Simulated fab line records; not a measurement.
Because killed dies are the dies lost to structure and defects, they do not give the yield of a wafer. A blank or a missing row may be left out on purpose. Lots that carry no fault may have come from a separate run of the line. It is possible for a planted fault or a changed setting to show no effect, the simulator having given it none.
Matching of chambers	flow n5-finfet	N5_BEOL_M13_DESCUM_33 on rie-diel-02: 4 sister chambers
The step chemistry O2, time 7.9 s. 8 wafers are shown with their chamber, then 9 later ones without.

== WAFERS PAIRED WITH THEIR CHAMBERS ==
wafer	chamber	drypump-motor-current-A (A)	showerhead-plenum-p-Torr (Torr)
L081.3	0	5.9	2.06
L084.6	3	5.6	2.15
L087.1	2	6.0	2.05
L087.2	1	6.1	2.04
L087.3	3	5.6	2.15
L090.3	0	5.9	2.05
L090.4	2	6.0	2.04
L090.6	1	6.0	2.03

== WAFERS MISSING THEIR CHAMBER ==
wafer	drypump-motor-current-A (A)	showerhead-plenum-p-Torr (Torr)
L092.1	5.6	2.14
L092.2	6.0	2.03
L092.3	6.0	2.05
L095.1	6.0	2.04
L095.4	6.0	2.04
L095.5	5.9	2.05
L094.1	6.0	2.04
L094.4	5.9	2.05
L094.6	6.0	2.04

== THE CHAMBER EACH PASSED THROUGH ==
wafer	from the rows above	in truth
L092.1	3	3
L092.2	can't be placed: 1 or 2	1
L092.3	2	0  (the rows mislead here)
L095.1	can't be placed: 2 or 1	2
L095.4	can't be placed: 2 or 1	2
L095.5	0	0
L094.1	can't be placed: 2 or 1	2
L094.4	0	0
L094.6	can't be placed: 2 or 1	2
Placed correctly: 3 of 9. Not placeable from these rows: 5 (in 5, the candidates include the true chamber). Placed wrongly: 1.
How it was worked out, from the rows above alone: a wafer's distance from a chamber is the root of the sum, over the readings, of the square of ((its reading less the chamber's mean) divided by the reading's scatter). The wafer belongs to the nearest chamber; if the next one is less than 2 further off, it can't be placed. A chamber's mean is the mean of its shown wafers. How the scatter is found: for the shown wafers, subtract from each reading the mean of its chamber, square and add these, divide the total by (wafers less chambers), then take the root.
